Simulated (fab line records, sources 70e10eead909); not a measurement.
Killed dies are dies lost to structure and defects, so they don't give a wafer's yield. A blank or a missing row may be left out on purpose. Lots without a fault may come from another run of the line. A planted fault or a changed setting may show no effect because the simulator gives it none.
Which tool did it? | flow nand_harc | 24 lots, 72 wafers sampled, at 5 steps of a route of 1159

WHAT THE GAUGES READ, wafer by wafer
NHARC_P_BONDPAD_CD_MEAS_13. Usual: cd_nm 501.0 nm, standard deviation 2.9.
lot  | measured     | on        | cd_nm (nm)        | flag
L074 | day 6 01:09  | cd_sem-03 | 495.9 500.0 502.5 |
L075 | day 6 20:02  | cd_sem-02 | 500.5 499.4 497.2 |
L077 | day 6 23:19  | cd_sem-02 | 503.9 496.8 499.7 |
L076 | day 6 23:59  | cd_sem-01 | 498.7 499.6 502.8 |
L079 | day 7 10:05  | cd_sem-03 | 499.5 504.8 498.6 |
L078 | day 7 10:25  | cd_sem-01 | 498.3 498.4 500.0 |
L080 | day 7 23:16  | cd_sem-02 | 501.9 503.1 498.6 |
L081 | day 8 01:24  | cd_sem-02 | 503.3 499.0 500.8 |
L082 | day 8 11:56  | cd_sem-02 | 495.9 502.3 501.6 |
L084 | day 9 02:19  | cd_sem-02 | 500.7 502.7 501.2 |
L083 | day 9 03:04  | cd_sem-01 | 497.0 505.9 503.4 |
L085 | day 9 17:56  | cd_sem-03 | 497.0 502.0 504.3 |
L087 | day 9 23:56  | cd_sem-03 | 506.9 497.4 499.6 |
L086 | day 10 01:10 | cd_sem-03 | 498.3 503.0 500.7 |
L088 | day 10 03:25 | cd_sem-03 | 497.8 499.3 501.3 |
L089 | day 10 15:33 | cd_sem-02 | 502.5 501.5 497.6 |
L090 | day 10 17:12 | cd_sem-01 | 498.6 504.7 494.7 |
L091 | day 10 19:12 | cd_sem-02 | 500.3 498.9 500.6 |
L092 | day 10 19:58 | cd_sem-01 | 499.2 498.1 500.2 |
L093 | day 11 06:38 | cd_sem-02 | 501.9 506.5 500.8 |
L095 | day 11 07:22 | cd_sem-02 | 499.3 506.2 498.4 |
L094 | day 11 07:58 | cd_sem-01 | 503.9 498.1 496.9 |
L096 | day 11 19:35 | cd_sem-03 | 501.1 506.4 500.4 |
L097 | day 11 22:22 | cd_sem-03 | 496.0 504.6 504.1 |

NHARC_A_SOURCE_PLATE_THK_MEAS_09: measures by ellipsometry. Usual: thk_nm 9.9 nm, standard deviation 1.
lot  | measured     | on            | thk_nm (nm)    | flag
L074 | day 6 10:48  | film_metro-01 | 10.3 9.2 9.9   |
L075 | day 7 08:33  | film_metro-02 | 10.0 10.3 9.9  |
L077 | day 7 12:09  | film_metro-02 | 10.4 11.1 9.9  |
L076 | day 7 12:09  | film_metro-01 | 9.2 9.2 10.3   |
L079 | day 7 23:04  | film_metro-01 | 9.6 9.5 8.5    |
L078 | day 7 23:04  | film_metro-02 | 7.1 10.1 9.8   |
L080 | day 8 11:35  | film_metro-01 | 12.5 9.5 9.3   |
L081 | day 8 11:36  | film_metro-01 | 8.2 8.7 10.7   |
L082 | day 9 01:00  | film_metro-02 | 9.3 10.0 10.4  |
L084 | day 9 16:04  | film_metro-02 | 10.2 9.9 12.0  |
L083 | day 9 16:04  | film_metro-01 | 10.2 10.4 9.6  |
L085 | day 10 06:20 | film_metro-02 | 9.5 9.2 10.8   |
L087 | day 10 13:01 | film_metro-01 | 10.5 9.0 10.1  |
L086 | day 10 13:01 | film_metro-02 | 10.5 9.2 9.8   |
L088 | day 10 13:01 | film_metro-01 | 11.3 10.6 7.6  |
L089 | day 11 04:02 | film_metro-01 | 11.1 9.0 12.0  |
L090 | day 11 04:02 | film_metro-02 | 9.2 9.7 11.1   |
L091 | day 11 07:46 | film_metro-02 | 10.1 10.1 10.1 |
L092 | day 11 07:47 | film_metro-01 | 9.8 9.6 11.3   |
L093 | day 11 19:02 | film_metro-01 | 9.3 10.6 10.2  |
L095 | day 11 19:01 | film_metro-02 | 7.3 9.3 10.2   |
L094 | day 11 19:02 | film_metro-02 | 9.5 12.3 10.1  |
L096 | day 12 08:13 | film_metro-01 | 11.5 11.3 9.9  |
L097 | day 12 08:13 | film_metro-02 | 11.9 9.9 12.4  |

WHICH TOOL RAN EACH LOT (tool, then ch and the chambers of the sampled wafers, then the start)
lot  | NHARC_P_BONDPAD_ETCH_24                       | NHARC_P_BONDPAD_PRE_CLEAN_26            | NHARC_A_ZERO_WELL_ETCH_19
L074 | rie_diel-01 ch 2,3, day 6 04:56 or earlier    | pvd_sputter-01, day 6 04:56 or earlier  | rie_diel-02 ch 1,2, day 6 04:56
L075 | rie_diel-03 ch 0,2, day 6 23:49 or earlier    | pvd_sputter-01, day 6 23:49 or earlier  | rie_diel-02 ch 0,1,3, day 6 23:49
L077 | rie_diel-03 ch 0,1, day 7 03:07 or earlier    | pvd_sputter-03, day 7 03:07 or earlier  | rie_diel-13 ch 0,1,3, day 7 03:07
L076 | rie_diel-03 ch 0,1,3, day 7 03:50 or earlier  | pvd_sputter-01, day 7 03:50 or earlier  | rie_diel-08 ch 0,1,2, day 7 03:50
L079 | rie_diel-09 ch 0,2,3, day 7 13:53 or earlier  | pvd_sputter-02, day 7 13:53 or earlier  | rie_diel-08 ch 0,1,2, day 7 13:53
L078 | rie_diel-03 ch 0,2, day 7 14:06 or earlier    | pvd_sputter-01, day 7 14:06 or earlier  | rie_diel-08 ch 1,2, day 7 14:06
L080 | rie_diel-03 ch 1,2,3, day 8 02:59 or earlier  | pvd_sputter-02, day 8 02:59 or earlier  | rie_diel-02 ch 1,3, day 8 02:59
L081 | rie_diel-09 ch 0,1,2, day 8 05:19 or earlier  | pvd_sputter-03, day 8 05:19 or earlier  | rie_diel-02 ch 0,1,2, day 8 05:19
L082 | rie_diel-03 ch 0,2,3, day 8 16:25 or earlier  | pvd_sputter-03, day 8 16:25 or earlier  | rie_diel-02 ch 2,3, day 8 16:25
L084 | rie_diel-01 ch 1,3, day 9 06:09 or earlier    | pvd_sputter-02, day 9 06:09 or earlier  | rie_diel-02 ch 1,2, day 9 06:09
L083 | rie_diel-03 ch 1,2, day 9 06:44 or earlier    | pvd_sputter-02, day 9 06:44 or earlier  | rie_diel-13 ch 0,1,2, day 9 06:44
L085 | rie_diel-01 ch 0,1,3, day 9 21:38 or earlier  | pvd_sputter-03, day 9 21:38 or earlier  | rie_diel-02 ch 0,1,2, day 9 21:38
L087 | rie_diel-01 ch 0,1, day 10 03:49 or earlier   | pvd_sputter-01, day 10 03:49 or earlier | rie_diel-02 ch 1,2,3, day 10 03:49
L086 | rie_diel-01 ch 2,3, day 10 05:08 or earlier   | pvd_sputter-03, day 10 05:08 or earlier | rie_diel-02 ch 0,2, day 10 05:08
L088 | rie_diel-01 ch 0,2, day 10 07:22 or earlier   | pvd_sputter-03, day 10 07:22 or earlier | rie_diel-02 ch 0,1,2, day 10 07:22
L089 | rie_diel-03 ch 0,3, day 10 19:22 or earlier   | pvd_sputter-01, day 10 19:22 or earlier | rie_diel-02 ch 0,2,3, day 10 19:22
L090 | rie_diel-03 ch 0,1, day 10 21:04 or earlier   | pvd_sputter-02, day 10 21:04 or earlier | rie_diel-13 ch 1,3, day 10 21:04
L091 | rie_diel-03 ch 1,2, day 10 23:08 or earlier   | pvd_sputter-02, day 10 23:08 or earlier | rie_diel-02 ch 0,3, day 10 23:08
L092 | rie_diel-03 ch 0,2,3, day 11 00:01 or earlier | pvd_sputter-01, day 11 00:01 or earlier | rie_diel-08 ch 0,3, day 11 00:01
L093 | rie_diel-03 ch 0,2,3, day 11 10:40 or earlier | pvd_sputter-02, day 11 10:40 or earlier | rie_diel-13 ch 1,3, day 11 10:40
L095 | rie_diel-03 ch 0,1,2, day 11 11:19 or earlier | pvd_sputter-02, day 11 11:19 or earlier | rie_diel-13 ch 1,3, day 11 11:19
L094 | rie_diel-03 ch 0,1,2, day 11 12:08 or earlier | pvd_sputter-01, day 11 12:08 or earlier | rie_diel-02 ch 0,3, day 11 12:08
L096 | rie_diel-01 ch 0,3, day 11 23:32 or earlier   | pvd_sputter-03, day 11 23:32 or earlier | rie_diel-13 ch 1,2,3, day 11 23:32
L097 | rie_diel-03 ch 0,1,2, day 12 02:16 or earlier | pvd_sputter-02, day 12 02:16 or earlier | rie_diel-02 ch 0,2,3, day 12 02:16
- NHARC_P_BONDPAD_ETCH_24: etches the open film in CF4/N2, target depth 30 nm, time 72.99 s.
- NHARC_P_BONDPAD_PRE_CLEAN_26: time 30 s.
- NHARC_A_ZERO_WELL_ETCH_19: etches the open film in N2/H2, target depth 80 nm, overetch 24 nm, time 87.88 s.

WHAT THE TOOLS THEMSELVES READ (means of the sampled wafers that have a number; where no wafer has one, the mark that the record gives instead)
NHARC_P_BONDPAD_ETCH_24. Usual: drypump_motor_current_A 5.7 A, standard deviation 0.41; oes_product_au 1.001 a.u., standard deviation 0.016; rf_vpp_V 313.6 V, standard deviation 2; showerhead_plenum_p_Torr 2.59 Torr, standard deviation 0.11; throttle_valve_pct 19.795 %, standard deviation 0.0098.
lot  | tool        | drypump_motor_current_A (A) | oes_product_au (a.u.) | rf_vpp_V (V) | showerhead_plenum_p_Torr (Torr) | throttle_valve_pct (%) | flag
L074 | rie_diel-01 | 6.1                         | 1.012                 | 313.1        | 2.56                            | 19.794                 |
L075 | rie_diel-03 | 5.9                         | 1.006                 | 312.6        | 2.53                            | 19.791                 |
L077 | rie_diel-03 | 5.8                         | 1.024                 | 311.8        | 2.50                            | 19.798                 |
L076 | rie_diel-03 | 5.6                         | 1.001                 | 313.2        | 2.55                            | 19.794                 |
L079 | rie_diel-09 | 5.6                         | 1.009                 | 317.1        | 2.77                            | 19.796                 |
L078 | rie_diel-03 | 6.1                         | 1.007                 | 312.6        | 2.54                            | 19.793                 |
L080 | rie_diel-03 | 5.5                         | 0.999                 | 312.5        | 2.54                            | 19.795                 |
L081 | rie_diel-09 | 5.8                         | 0.993                 | 316.6        | 2.74                            | 19.799                 |
L082 | rie_diel-03 | 5.6                         | 0.995                 | 313.8        | 2.57                            | 19.787                 |
L084 | rie_diel-01 | 5.7                         | 0.979                 | 316.7        | 2.72                            | 19.788                 |
L083 | rie_diel-03 | 5.8                         | 1.015                 | 311.9        | 2.50                            | 19.792                 |
L085 | rie_diel-01 | 5.6                         | 0.995                 | 316.0        | 2.73                            | 19.782                 |
L087 | rie_diel-01 | 5.6                         | 0.994                 | 316.1        | 2.72                            | 19.794                 |
L086 | rie_diel-01 | 6.1                         | 1.000                 | 312.5        | 2.55                            | 19.806                 |
L088 | rie_diel-01 | 5.5                         | 1.003                 | 314.0        | 2.65                            | 19.799                 |
L089 | rie_diel-03 | 5.7                         | 0.995                 | 313.6        | 2.58                            | 19.782                 |
L090 | rie_diel-03 | 5.8                         | 1.012                 | 312.5        | 2.50                            | 19.795                 |
L091 | rie_diel-03 | 5.7                         | 1.013                 | 311.8        | 2.48                            | 19.801                 |
L092 | rie_diel-03 | 5.6                         | 0.998                 | 313.6        | 2.57                            | 19.801                 |
L093 | rie_diel-03 | 5.6                         | 0.994                 | 313.2        | 2.57                            | 19.802                 |
L095 | rie_diel-03 | 5.9                         | 1.010                 | 312.1        | 2.51                            | 19.789                 |
L094 | rie_diel-03 | 5.9                         | 1.012                 | 312.5        | 2.51                            | 19.786                 |
L096 | rie_diel-01 | 5.3                         | 0.986                 | 315.8        | 2.73                            | 19.802                 |
L097 | rie_diel-03 | 5.9                         | 1.012                 | 311.2        | 2.51                            | 19.790                 |

NHARC_P_BONDPAD_PRE_CLEAN_26. Usual: heater_power_w 405 W, standard deviation 31.
lot  | tool           | heater_power_w (W) | flag
L074 | pvd_sputter-01 | 377                |
L075 | pvd_sputter-01 | 377                |
L077 | pvd_sputter-03 | 413                |
L076 | pvd_sputter-01 | 372                |
L079 | pvd_sputter-02 | 414                |
L078 | pvd_sputter-01 | 387                |
L080 | pvd_sputter-02 | 404                |
L081 | pvd_sputter-03 | 419                |
L082 | pvd_sputter-03 | 418                |
L084 | pvd_sputter-02 | 421                |
L083 | pvd_sputter-02 | 410                |
L085 | pvd_sputter-03 | 424                |
L087 | pvd_sputter-01 | 387                |
L086 | pvd_sputter-03 | 440                |
L088 | pvd_sputter-03 | 425                |
L089 | pvd_sputter-01 | 382                |
L090 | pvd_sputter-02 | 401                |
L091 | pvd_sputter-02 | 407                |
L092 | pvd_sputter-01 | 382                |
L093 | pvd_sputter-02 | 403                |
L095 | pvd_sputter-02 | 403                |
L094 | pvd_sputter-01 | 391                |
L096 | pvd_sputter-03 | 417                |
L097 | pvd_sputter-02 | 404                |

NHARC_A_ZERO_WELL_ETCH_19. Usual: drypump_motor_current_A 5.6 A, standard deviation 0.43; oes_product_au 1.005 a.u., standard deviation 0.012; rf_vpp_V 431.6 V, standard deviation 2.3; showerhead_plenum_p_Torr 2.08 Torr, standard deviation 0.081; throttle_valve_pct 14.172 %, standard deviation 0.0086.
lot  | tool        | drypump_motor_current_A (A) | oes_product_au (a.u.) | rf_vpp_V (V) | showerhead_plenum_p_Torr (Torr) | throttle_valve_pct (%) | flag
L074 | rie_diel-02 | 5.7                         | 1.016                 | 432.8        | 2.11                            | 14.167                 |
L075 | rie_diel-02 | 5.3                         | 1.014                 | 432.4        | 2.11                            | 14.171                 |
L077 | rie_diel-13 | 5.9                         | 0.997                 | 430.4        | 2.04                            | 14.171                 |
L076 | rie_diel-08 | 5.9                         | 1.010                 | 429.6        | 2.03                            | 14.171                 |
L079 | rie_diel-08 | 5.9                         | 1.012                 | 430.0        | 2.03                            | 14.168                 |
L078 | rie_diel-08 | 5.5                         | 1.011                 | 428.0        | 1.96                            | 14.170                 |
L080 | rie_diel-02 | 5.1                         | 1.018                 | 432.7        | 2.13                            | 14.174                 |
L081 | rie_diel-02 | 5.6                         | 1.012                 | 431.4        | 2.11                            | 14.171                 |
L082 | rie_diel-02 | 5.3                         | 1.016                 | 433.9        | 2.15                            | 14.179                 |
L084 | rie_diel-02 | 5.6                         | 1.012                 | 432.3        | 2.13                            | 14.172                 |
L083 | rie_diel-13 | 5.9                         | 1.001                 | 428.5        | 1.98                            | 14.169                 |
L085 | rie_diel-02 | 5.6                         | 1.003                 | 432.6        | 2.11                            | 14.180                 |
L087 | rie_diel-02 | 5.4                         | 1.004                 | 433.0        | 2.13                            | 14.171                 |
L086 | rie_diel-02 | 5.5                         | 1.002                 | 432.0        | 2.11                            | 14.163                 |
L088 | rie_diel-02 | 5.6                         | 1.009                 | 432.1        | 2.11                            | 14.168                 |
L089 | rie_diel-02 | 5.3                         | 1.012                 | 432.3        | 2.13                            | 14.173                 |
L090 | rie_diel-13 | 5.9                         | 0.999                 | 432.2        | 2.10                            | 14.171                 |
L091 | rie_diel-02 | 5.3                         | 1.004                 | 433.4        | 2.11                            | 14.173                 |
L092 | rie_diel-08 | 5.7                         | 0.993                 | 430.2        | 2.02                            | 14.176                 |
L093 | rie_diel-13 | 5.9                         | 0.983                 | 432.5        | 2.10                            | 14.174                 |
L095 | rie_diel-13 | 5.8                         | 0.997                 | 432.1        | 2.12                            | 14.170                 |
L094 | rie_diel-02 | 5.0                         | 0.999                 | 433.4        | 2.13                            | 14.176                 |
L096 | rie_diel-13 | 5.9                         | 0.989                 | 430.7        | 2.04                            | 14.168                 |
L097 | rie_diel-02 | 5.3                         | 1.000                 | 432.5        | 2.13                            | 14.168                 |

THE ANSWER, worked out from the rows above alone
Rule: a lot is off if the mean of its wafers that have a number lies more than 3 standard deviations from the usual mean. A lot without any number at a reading at which 4 lots or more have one is off too. The other lots that the step has rows for count as sound. The gauges are gone through in route order, then the tools' own readings, and for those a lot's mean is taken as printed above. The first step at which some lot is off is used, and at that step the reading that is off furthest; a lot without a number counts as furthest.
No lot is off at any reading shown: from this, nothing can be told.

WHAT THE SIMULATOR HAD PUT IN
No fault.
